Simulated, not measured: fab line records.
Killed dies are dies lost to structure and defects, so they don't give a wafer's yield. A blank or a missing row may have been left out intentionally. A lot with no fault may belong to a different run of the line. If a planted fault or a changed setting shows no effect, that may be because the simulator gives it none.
fab line records	flow n5-finfet	part 1 of 2: steps 1 to 19 of 29
[record] lots = 5	wafers = 15	last-day = 17
route steps=1938 shown BEOL_M11@1539
lots that met no fault: taken from a fault-free run of the same line
start-h: hours from the record's opening day to when the first of the lot's shown wafers began	wait-h: hours from the lot's prior step to this one	" repeats the value in the row above	L1.1+2: a single row standing in for several wafers	- no value, or no start given	* or withheld: withheld	< > ~ a bound
route shown NAME@n: NAME is a module with steps in the file, n the number in the route of the first one	usual: mean/standard deviation of fault-free wafers	same: alike in all rows	chamber/n: place in a boat	sites: per-site readings	_std_site: the values' standard deviation	_edge_site: mean of outer sites minus mean of inner sites	radius-mm: how far each site lies from the wafer's centre	mask NAME#n: copy n	behind: tool/chamber where the wafer was last shaped	hold: what put the lot on hold/how long, in hours/how the hold closed	device: whichever transistor did not switch (one of n, p or np)	end of line: the tests these same wafers got at the end of their route	where a step has no rows: the recipe by itself	killed: count of dies lost to structure and defects at first sort (not the wafer's yield)	map: the dies of a wafer, with x for killed, . for not killed, _ for no die there
set.NAME: the setting that was run; set.NAME@STEP: the one run at that earlier step	model.NAME: the simulator's own value behind a step, which no gauge read
lots at selected steps of the route; one table per step, one row per wafer
services: the hour from which a tool's chamber was out of use, counted from the record's first day as start-h (under 0 if before that day), plus the number of hours and why
[[steps]]
[step N5_BEOL_M11_PECVD_70]
[recipe] material = SiO2	target-thk-a = 200	temp-c = 400	precursor = TEOS/O2	pressure-torr = 5.5	rf-w = 450	teos-flow-sccm = 53.8	gas = O2	flow-sccm = 3000	time-s = 22.7
[usual] heater-power-w = 723/89	showerhead-plenum-p-Torr = 8.81/0.058	showerhead-vpp-V = 1296/35	susceptor-temp-C = 400.00/0.22	throttle-valve-pct = 22.4/1.3
lot.wafer	tool	chamber	start-h	wait-h	heater-power-w	showerhead-plenum-p-Torr	showerhead-vpp-V	susceptor-temp-C	throttle-valve-pct
L074.1	pecvd-04	2	240.99	0.0	773	8.79	1262	399.69	22.2
L074.3	"	0	"	"	621	8.90	1299	399.80	23.4
L074.6	"	2	"	"	778	8.78	1271	399.95	22.2
L079.1	pecvd-02	1	269.01	0.0	611	8.73	1323	400.12	22.1
L079.2	"	2	"	"	811	8.85	1367	400.07	20.5
L079.5	"	0	"	"	722	8.86	1317	399.81	22.1
L084.2	pecvd-04	1	290.99	0.0	748	8.85	1315	399.80	25.1
L084.4	"	2	"	"	771	8.79	1284	400.09	22.2
L084.5	"	0	"	"	641	8.90	1292	399.67	23.4
L087.2	pecvd-02	0	329.58	0.0	720	8.86	1335	399.79	22.1
L087.4	"	1	"	"	544	8.74	1316	399.79	22.2
L087.6	"	0	"	"	732	8.85	1346	399.73	22.2
L093.2	pecvd-01	1	340.62	0.0	780	8.83	1279	400.31	21.7
L093.3	"	2	"	"	789	8.75	1235	399.93	20.7
L093.6	"	1	"	"	794	8.86	1292	400.11	21.8
[step N5_BEOL_M11_HM_DEP_02]
[recipe] material = TiN	target-thk-a = 200	temp-c = 25	chamber-pressure-pa = 0.49996
[usual] susceptor-temp-C = 25.00/0.098	throttle-valve-pct = 30.0/0.88
lot.wafer	tool	chamber	start-h	wait-h	susceptor-temp-C	throttle-valve-pct
L074.1	pvd-sputter-01	-	241.75	0.7	24.82	29.4
L074.3	"	-	"	"	24.78	30.4
L074.6	"	-	"	"	24.90	29.4
L079.1	pvd-sputter-02	-	269.21	0.2	24.94	30.7
L079.2	"	-	"	"	24.81	29.8
L079.5	"	-	"	"	24.89	29.7
L084.2	pvd-sputter-03	-	294.58	3.6	25.16	31.1
L084.4	"	-	"	"	25.03	31.1
L084.5	"	-	"	"	24.97	30.7
L087.2	pvd-sputter-01	-	330.94	1.3	25.09	30.1
L087.4	"	-	"	"	25.07	29.6
L087.6	"	-	"	"	25.05	28.5
L093.2	pvd-sputter-01	-	342.95	2.3	24.93	29.2
L093.3	"	-	"	"	24.94	30.1
L093.6	"	-	"	"	24.98	29.5
[step N5_BEOL_M11_COAT_59]
[recipe] resist = SOC	temp-c = 250	time-s = 60	spin-rpm = 1500	resist-thk-nm = 100
[usual] resist-line-temp-C = 22.98/0.11
lot.wafer	tool	chamber	start-h	wait-h	resist-line-temp-C
L074.1	litho-track-05	0	241.87	0.1	22.86
L074.3	"	0	"	"	22.92
L074.6	"	0	"	"	22.97
L079.1	litho-track-04	0	269.33	0.1	22.74
L079.2	"	0	"	"	22.94
L079.5	"	0	"	"	22.78
L084.2	litho-track-01	0	294.71	0.1	22.86
L084.4	"	0	"	"	22.87
L084.5	"	0	"	"	23.10
L087.2	litho-track-01	0	331.07	0.1	22.99
L087.4	"	0	"	"	23.06
L087.6	"	0	"	"	23.04
L093.2	litho-track-01	0	343.08	0.1	23.28
L093.3	"	0	"	"	23.08
L093.6	"	0	"	"	23.11
[step N5_BEOL_M11_COAT_60]
[recipe] resist = SiARC	temp-c = 220	time-s = 60	spin-rpm = 1500	resist-thk-nm = 30
[usual] resist-line-temp-C = 22.98/0.1
lot.wafer	tool	chamber	start-h	wait-h	resist-line-temp-C
L074.1	litho-track-05	0	-	-	22.96
L074.3	"	0	"	"	23.04
L074.6	"	0	"	"	22.99
L079.1	litho-track-04	0	-	-	22.78
L079.2	"	0	"	"	22.92
L079.5	"	0	"	"	22.71
L084.2	litho-track-01	0	-	-	22.98
L084.4	"	0	"	"	23.07
L084.5	"	0	"	"	23.17
L087.2	litho-track-01	0	-	-	22.94
L087.4	"	0	"	"	22.94
L087.6	"	0	"	"	22.91
L093.2	litho-track-01	0	-	-	22.91
L093.3	"	0	"	"	23.04
L093.6	"	0	"	"	23.16
[step N5_BEOL_M11_COAT_05]
[recipe] resist = CAR-ArF	spin-rpm = 1500	resist-thk-nm = 90
[usual] resist-line-temp-C = 23.01/0.11
lot.wafer	tool	chamber	start-h	wait-h	resist-line-temp-C
L074.1	litho-track-05	0	-	-	23.02
L074.3	"	0	"	"	22.99
L074.6	"	0	"	"	22.83
L079.1	litho-track-04	0	-	-	22.90
L079.2	"	0	"	"	22.85
L079.5	"	0	"	"	22.93
L084.2	litho-track-01	0	-	-	23.04
L084.4	"	0	"	"	23.14
L084.5	"	0	"	"	23.12
L087.2	litho-track-01	0	-	-	23.07
L087.4	"	0	"	"	22.97
L087.6	"	0	"	"	22.99
L093.2	litho-track-01	0	-	-	22.90
L093.3	"	0	"	"	22.93
L093.6	"	0	"	"	22.94
[step N5_BEOL_M11_EBR_07]
[recipe] solvent = PGMEA	ebr-width-mm = 1.5
[usual] resist-line-temp-C = 22.99/0.093
lot.wafer	tool	chamber	start-h	wait-h	resist-line-temp-C
L074.1	litho-track-05	0	-	-	22.94
L074.3	"	0	"	"	23.04
L074.6	"	0	"	"	23.02
L079.1	litho-track-04	0	-	-	23.06
L079.2	"	0	"	"	23.11
L079.5	"	0	"	"	23.06
L084.2	litho-track-01	0	-	-	23.05
L084.4	"	0	"	"	22.89
L084.5	"	0	"	"	22.99
L087.2	litho-track-01	0	-	-	23.22
L087.4	"	0	"	"	23.11
L087.6	"	0	"	"	23.00
L093.2	litho-track-01	0	-	-	23.08
L093.3	"	0	"	"	23.07
L093.6	"	0	"	"	22.94
[step N5_BEOL_M11_SOFTBAKE_06]
[recipe] temp-c = 110	time-s = 60	resist = CAR-ArF
[usual] resist-line-temp-C = 22.99/0.11
lot.wafer	tool	chamber	start-h	wait-h	resist-line-temp-C
L074.1	litho-track-05	0	-	-	23.09
L074.3	"	0	"	"	23.19
L074.6	"	0	"	"	23.12
L079.1	litho-track-04	0	-	-	23.12
L079.2	"	0	"	"	22.91
L079.5	"	0	"	"	23.03
L084.2	litho-track-01	0	-	-	22.98
L084.4	"	0	"	"	22.79
L084.5	"	0	"	"	23.05
L087.2	litho-track-01	0	-	-	22.98
L087.4	"	0	"	"	22.94
L087.6	"	0	"	"	23.13
L093.2	litho-track-01	0	-	-	22.93
L093.3	"	0	"	"	23.02
L093.6	"	0	"	"	22.93
[step N5_BEOL_M11_EXPOSE_08]
[recipe] mask-id = M11	na = 1.35	source-shape = dipole	sigma-inner = 0.411	sigma-outer = 0.611	polarization = te	dose-mj = 53.75
[same] na = 1.35
lot.wafer	tool	chamber	start-h	wait-h	mask
L074.1+3+6	arfi-scanner-01	0	242.12	-	M11#0
L079.1+2+5	arfi-scanner-02	0	269.45	-	M11#0
L084.2+4+5	arfi-scanner-02	0	294.83	-	M11#0
L087.2+4+6	arfi-scanner-01	0	331.19	-	M11#0
L093.2+3+6	arfi-scanner-02	0	343.20	-	M11#0
[step N5_BEOL_M11_PEB_09]
[recipe] peb-temp-c = withheld	peb-time-s = 60	resist = CAR-ArF
[usual] resist-line-temp-C = 22.99/0.11
lot.wafer	tool	chamber	start-h	wait-h	resist-line-temp-C
L074.1	litho-track-01	0	242.18	0.1	23.10
L074.3	"	0	"	"	23.09
L074.6	"	0	"	"	22.96
L079.1	litho-track-05	0	269.51	0.1	22.78
L079.2	"	0	"	"	22.92
L079.5	"	0	"	"	22.87
L084.2	litho-track-04	0	294.88	0.0	23.04
L084.4	"	0	"	"	23.06
L084.5	"	0	"	"	23.05
L087.2	litho-track-04	0	331.24	0.0	23.00
L087.4	"	0	"	"	23.11
L087.6	"	0	"	"	23.05
L093.2	litho-track-04	0	343.26	0.0	22.96
L093.3	"	0	"	"	22.89
L093.6	"	0	"	"	23.00
[step N5_BEOL_M11_DEVELOP_10]
[recipe] develop-time-s = 30	developer = TMAH	resist = CAR-ArF	rinse-liquid = diw	dry = air-spin	dev-temp-c = 23
[usual] resist-line-temp-C = 23.01/0.11
[same] develop-time-s = 30
lot.wafer	tool	chamber	start-h	wait-h	resist-line-temp-C
L074.1	litho-track-01	0	-	-	22.98
L074.3	"	0	"	"	22.88
L074.6	"	0	"	"	22.86
L079.1	litho-track-05	0	-	-	23.16
L079.2	"	0	"	"	23.04
L079.5	"	0	"	"	23.00
L084.2	litho-track-04	0	-	-	22.83
L084.4	"	0	"	"	22.88
L084.5	"	0	"	"	22.91
L087.2	litho-track-04	0	-	-	23.04
L087.4	"	0	"	"	22.88
L087.6	"	0	"	"	22.92
L093.2	litho-track-04	0	-	-	23.10
L093.3	"	0	"	"	22.99
L093.6	"	0	"	"	23.10
[step N5_BEOL_M11_CD_MEAS_11]
[recipe] target-cd-nm = 64.1	landing-energy-ev = 500	detector = se-inlens	polarity = opening
[usual] cd-nm = 63.9/0.83
lot.wafer	tool	chamber	start-h	wait-h	cd-nm
L074.1	cd-sem-02	0	242.24	-	64.4
L074.3	"	0	"	"	65.1
L074.6	"	0	"	"	65.9
L079.1	cd-sem-03	0	269.58	-	64.2
L079.2	"	0	"	"	64.2
L079.5	"	0	"	"	63.9
L084.2	cd-sem-01	0	294.95	-	65.3
L084.4	"	0	"	"	65.6
L084.5	"	0	"	"	64.5
L087.2	cd-sem-01	0	331.31	-	63.5
L087.4	"	0	"	"	63.9
L087.6	"	0	"	"	63.4
L093.2	cd-sem-01	0	343.32	-	64.5
L093.3	"	0	"	"	63.8
L093.6	"	0	"	"	63.1
[step N5_BEOL_M11_OVL_MEAS_12]
[recipe] points-per-wafer = 44
[usual] M11_OVL = 0.7/0.83
lot.wafer	tool	chamber	start-h	wait-h	M11_OVL[nm]
L074.1	overlay-02	0	242.27	0.0	0.3
L074.3	"	0	"	"	0.0
L074.6	"	0	"	"	0.0
L079.1	overlay-02	0	269.61	0.0	0.9
L079.2	"	0	"	"	0.8
L079.5	"	0	"	"	0.8
L084.2	overlay-01	0	294.98	0.0	1.5
L084.4	"	0	"	"	1.5
L084.5	"	0	"	"	2.4
L087.2	overlay-02	0	331.34	0.0	0.1
L087.4	"	0	"	"	0.6
L087.6	"	0	"	"	0.1
L093.2	overlay-02	0	343.36	0.0	0.8
L093.3	"	0	"	"	0.2
L093.6	"	0	"	"	2.4
[step N5_BEOL_M11_INSPECT_13]
[recipe] mode = adi	inspect-instrument = brightfield
[usual] raw-defect-count = 431/77
lot.wafer	tool	chamber	start-h	wait-h	raw-defect-count
L074.1	defect-inspect-02	-	242.30	0.0	620
L074.3	"	-	"	"	694
L074.6	"	-	"	"	556
L079.1	defect-inspect-01	-	269.63	0.0	361
L079.2	"	-	"	"	545
L079.5	"	-	"	"	385
L084.2	defect-inspect-02	-	295.00	0.0	347
L084.4	"	-	"	"	357
L084.5	"	-	"	"	402
L087.2	defect-inspect-01	-	331.37	0.0	405
L087.4	"	-	"	"	434
L087.6	"	-	"	"	443
L093.2	defect-inspect-02	-	343.38	0.0	558
L093.3	"	-	"	"	400
L093.6	"	-	"	"	352
[step N5_BEOL_M11_DESCUM_16]
[recipe] chemistry = O2	time-s = 7.9	source-power-w = 50	bias-power-w = 20	pressure-mtorr = 20	rf-frequency-hz = 2.712e+07	temp-c = 40	resist = CAR-ArF	o2-flow-sccm = 225
[usual] drypump-motor-current-A = 5.6/0.46	oes-product-au = 0.81/0.1	rf-vpp-V = 243.7/1.2	showerhead-plenum-p-Torr = 2.12/0.075	temp-c = 39.98/0.12	throttle-valve-pct = 20.44/0.3
lot.wafer	tool	chamber	start-h	wait-h	drypump-motor-current-A	oes-product-au	rf-hours-counter-h	rf-vpp-V	showerhead-plenum-p-Torr	temp-c	throttle-valve-pct
L074.1	rie-diel-05	0	242.33	0.0	6.5	0.68	210	244.6	2.16	40.16	20.75
L074.3	"	2	"	"	5.8	0.88	38	243.6	2.02	40.17	20.02
L074.6	"	0	"	"	6.4	0.69	-	244.8	2.16	40.10	20.76
L079.1	rie-diel-05	0	269.67	0.0	6.5	0.68	219	244.0	2.15	39.93	20.78
L079.2	"	2	"	"	5.7	0.88	45	242.4	2.02	40.05	20.02
L079.5	"	3	"	"	5.3	0.96	-	241.8	2.07	39.80	20.60
L084.2	rie-diel-04	0	295.14	0.1	5.2	0.86	42	244.5	2.25	39.75	20.24
L084.4	"	2	"	"	4.9	0.78	123	244.2	2.13	39.80	20.53
L084.5	"	0	"	"	5.3	0.86	-	245.3	2.25	40.06	20.21
L087.2	rie-diel-05	0	331.40	0.0	6.5	0.68	239	244.8	2.15	39.93	20.82
L087.4	"	3	"	"	5.3	0.90	-	242.2	2.07	39.99	20.64
L087.6	"	2	"	"	5.7	0.84	-	244.0	2.01	40.01	20.05
L093.2	rie-diel-02	2	343.80	0.4	5.6	0.89	29	242.3	2.08	39.91	20.67
L093.3	"	3	"	"	5.3	0.82	83	243.6	2.21	40.03	20.34
L093.6	"	1	"	"	5.9	0.68	-	244.5	2.15	39.92	20.68
[step N5_BEOL_M11_ETCH_61]
[recipe] chemistry = CF4	target = SiARC	target-depth-a = 390	mask-material = CAR-ArF	time-s = 65	ion-energy-ev = 80	pressure-mtorr = 40	source-w = 545	bias-w = 36	Ar_flow_sccm = 100	cf4-flow-sccm = 100	ends = cleared
[usual] drypump-motor-current-A = 5.6/0.46	etch-rf-on-time-s = 65.9/2	mfc-ar-sccm = 99.96/0.28	oes-product-au = 0.69/0.088	rf-vpp-V = 184.4/1.1	showerhead-plenum-p-Torr = 2.17/0.071	throttle-valve-pct = 15.58/0.27
lot.wafer	tool	chamber	start-h	wait-h	drypump-motor-current-A	etch-rf-on-time-s	mfc-ar-sccm	oes-product-au	rf-hours-counter-h	rf-vpp-V	showerhead-plenum-p-Torr	throttle-valve-pct
L074.1	rie-diel-05	0	242.37	0.0	6.4	67.1	99.84	0.60	211	184.2	2.20	15.94
L074.3	"	2	"	"	5.8	63.5	99.90	0.77	38	184.4	2.08	15.25
L074.6	"	0	"	"	6.4	67.1	100.38	0.60	-	184.8	2.20	15.93
L079.1	rie-diel-05	0	269.70	0.0	6.5	67.2	100.47	0.59	219	183.6	2.20	15.93
L079.2	"	2	"	"	5.8	64.5	99.77	0.76	45	183.9	2.08	15.25
L079.5	"	3	"	"	5.3	64.4	100.31	0.81	-	184.1	2.10	15.52
L084.2	rie-diel-04	0	295.17	0.0	5.2	66.2	99.74	0.74	42	185.3	2.25	15.09
L084.4	"	2	"	"	4.9	63.4	99.86	0.67	123	184.2	2.15	15.60
L084.5	"	0	"	"	5.3	66.2	100.00	0.74	-	186.2	2.25	15.10
L087.2	rie-diel-05	0	331.43	0.0	6.4	67.0	100.16	0.58	239	184.6	2.19	15.99
L087.4	"	3	"	"	5.3	63.4	99.99	0.77	-	184.1	2.09	15.57
L087.6	"	2	"	"	5.8	63.9	100.41	0.73	-	180.8	2.07	15.30
L093.2	rie-diel-02	2	343.83	0.0	5.7	63.6	99.71	0.77	29	182.3	2.11	15.66
L093.3	"	3	"	"	5.4	65.8	100.30	0.70	83	185.7	2.25	15.46
L093.6	"	1	"	"	5.8	67.0	99.50	0.58	-	185.8	2.20	15.96
[step N5_BEOL_M11_ETCH_62]
[recipe] chemistry = N2/H2	target = SOC	target-depth-a = 1100	overetch-a = 220	mask-material = SiARC	temp-c = 40	time-s = 165	ion-energy-ev = 200	pressure-mtorr = 30	source-w = 840	bias-w = 150	n2-flow-sccm = 200	h2-flow-sccm = 200
[usual] drypump-motor-current-A = 5.7/0.46	oes-product-au = 0.69/0.08	rf-vpp-V = 524.8/2.4	showerhead-plenum-p-Torr = 2.58/0.08	temp-c = 39.98/0.11	throttle-valve-pct = 17.86/0.3
lot.wafer	tool	chamber	start-h	wait-h	drypump-motor-current-A	oes-product-au	rf-hours-counter-h	rf-vpp-V	showerhead-plenum-p-Torr	temp-c	throttle-valve-pct
L074.1	rie-diel-05	0	242.42	0.0	6.5	0.60	211	526.6	2.61	39.89	18.15
L074.3	"	2	"	"	5.8	0.76	38	522.4	2.49	39.98	17.53
L074.6	"	0	"	"	6.5	0.60	-	526.1	2.61	39.96	18.15
L079.1	rie-diel-05	0	269.75	0.0	6.5	0.60	219	525.1	2.61	39.91	18.18
L079.2	"	2	"	"	5.8	0.74	45	521.5	2.48	39.98	17.53
L079.5	"	3	"	"	5.3	0.80	-	523.4	2.52	39.77	18.00
L084.2	rie-diel-04	0	295.22	0.0	5.3	0.75	42	527.6	2.67	40.00	17.17
L084.4	"	2	"	"	4.9	0.65	123	525.5	2.56	39.85	17.76
L084.5	"	0	"	"	5.3	0.74	-	529.1	2.67	40.05	17.18
L087.2	rie-diel-05	0	331.48	0.0	6.5	0.59	239	525.8	2.60	40.04	18.21
L087.4	"	3	"	"	5.3	0.76	-	522.9	2.51	39.86	18.01
L087.6	"	2	"	"	5.8	0.72	-	521.7	2.48	39.88	17.57
L093.2	rie-diel-02	2	343.88	0.0	5.6	0.76	29	523.5	2.49	40.02	17.84
L093.3	"	3	"	"	5.4	0.70	83	527.6	2.70	39.90	17.84
L093.6	"	1	"	"	5.9	0.58	-	525.7	2.64	40.04	18.33
[step N5_BEOL_M11_STRIP_68]
[recipe] chemistry = N2/H2	temp-c = 40	n2-flow-sccm = 200	h2-flow-sccm = 200	rf-frequency-hz = 6e+07
lot.wafer	tool	chamber	start-h	wait-h
L074.1+3+6	rie-diel-05	0,2,0	242.55	0.1
L079.1+2+5	rie-diel-05	0,2,3	269.89	0.1
L084.2+4+5	rie-diel-04	0,2,0	295.36	0.1
L087.2+4+6	rie-diel-05	0,3,2	331.62	0.1
L093.2+3+6	rie-diel-02	2,3,1	344.02	0.1
[step N5_BEOL_M11_STRIP_67]
[recipe] chemistry = CF4	resist = SiARC	power-w = 300	bias-power-w = 75	pressure-mtorr = 50	cf4-flow-sccm = 150	rf-frequency-hz = 6e+07
[usual] drypump-motor-current-A = 5.7/0.46	oes-product-au = 0.81/0.095	rf-vpp-V = 271.7/1.4	showerhead-plenum-p-Torr = 1.81/0.055	throttle-valve-pct = 13.54/0.28
lot.wafer	tool	chamber	start-h	wait-h	drypump-motor-current-A	oes-product-au	rf-hours-counter-h	rf-vpp-V	showerhead-plenum-p-Torr	throttle-valve-pct
L074.1	rie-diel-05	0	242.56	0.0	6.4	0.71	211	271.3	1.82	13.84
L074.3	"	2	"	"	5.7	0.89	38	270.9	1.75	13.21
L074.6	"	0	"	"	6.4	0.71	-	271.9	1.82	13.83
L079.1	rie-diel-05	0	269.90	0.0	6.5	0.70	219	271.5	1.82	13.86
L079.2	"	2	"	"	5.8	0.88	45	269.5	1.75	13.24
L079.5	"	3	"	"	5.2	0.94	-	271.0	1.78	13.53
L084.2	rie-diel-04	0	295.37	0.0	5.2	0.88	42	272.5	1.89	13.07
L084.4	"	2	"	"	4.9	0.78	123	271.4	1.79	13.53
L084.5	"	0	"	"	5.3	0.88	-	273.2	1.89	13.07
L087.2	rie-diel-05	0	331.63	0.0	6.5	0.69	239	270.9	1.82	13.91
L087.4	"	3	"	"	5.3	0.89	-	270.9	1.77	13.56
L087.6	"	2	"	"	5.8	0.85	-	272.6	1.74	13.29
L093.2	rie-diel-02	2	344.03	0.0	5.7	0.89	29	270.1	1.77	13.60
L093.3	"	3	"	"	5.4	0.82	83	273.8	1.89	13.45
L093.6	"	1	"	"	5.8	0.69	-	273.6	1.84	13.93
[step N5_BEOL_M11_HM_OPEN_17]
[recipe] chemistry = Cl2/BCl3	target-depth-a = 200	overetch-a = 60	target = TiN	mask-material = SOC	ion-energy-ev = 150	pressure-mtorr = 10	icp-w = 1000	bias-w = 126	Cl2_flow_sccm = 53.25	bcl3-flow-sccm = 21.75	Ar_flow_sccm = 25
[usual] drypump-motor-current-A = 5.6/0.35	he-backside-leak-sccm = 3.50/0.28	mfc-ar-sccm = 25.00/0.082	oes-product-au = 0.69/0.076	throttle-valve-pct = 21.95/0.18
lot.wafer	tool	chamber	start-h	wait-h	drypump-motor-current-A	he-backside-leak-sccm	mfc-ar-sccm	oes-product-au	rf-hours-counter-h	throttle-valve-pct
L074.1	rie-metal-02	1	242.60	0.0	5.5	3.35	25.05	0.70	32	21.85
L074.3	"	0	"	"	6.1	3.42	24.94	0.72	-	22.00
L074.6	"	1	"	"	5.5	3.44	25.22	0.70	-	21.85
L079.1	rie-metal-03	1	269.94	0.0	5.7	3.84	25.02	0.64	46	22.01
L079.2	"	0	"	"	5.6	3.45	24.99	0.75	16	21.90
L079.5	"	1	"	"	5.6	3.71	25.04	0.64	-	21.99
L084.2	rie-metal-02	0	295.41	0.0	6.1	3.51	24.91	0.73	26	21.99
L084.4	"	1	"	"	5.5	3.72	25.22	0.70	-	21.83
L084.5	"	0	"	"	6.1	3.42	24.86	0.73	-	22.01
L087.2	rie-metal-02	1	331.67	0.0	5.5	3.37	25.04	0.69	41	21.84
L087.4	"	1	"	"	5.5	3.41	24.96	0.68	-	21.85
L087.6	"	0	"	"	6.2	3.50	25.02	0.71	-	22.01
L093.2	rie-metal-02	0	344.07	0.0	6.2	3.26	24.87	0.70	31	22.03
L093.3	"	1	"	"	5.5	3.48	25.07	0.69	-	21.85
L093.6	"	1	"	"	5.5	3.39	25.07	0.68	-	21.87
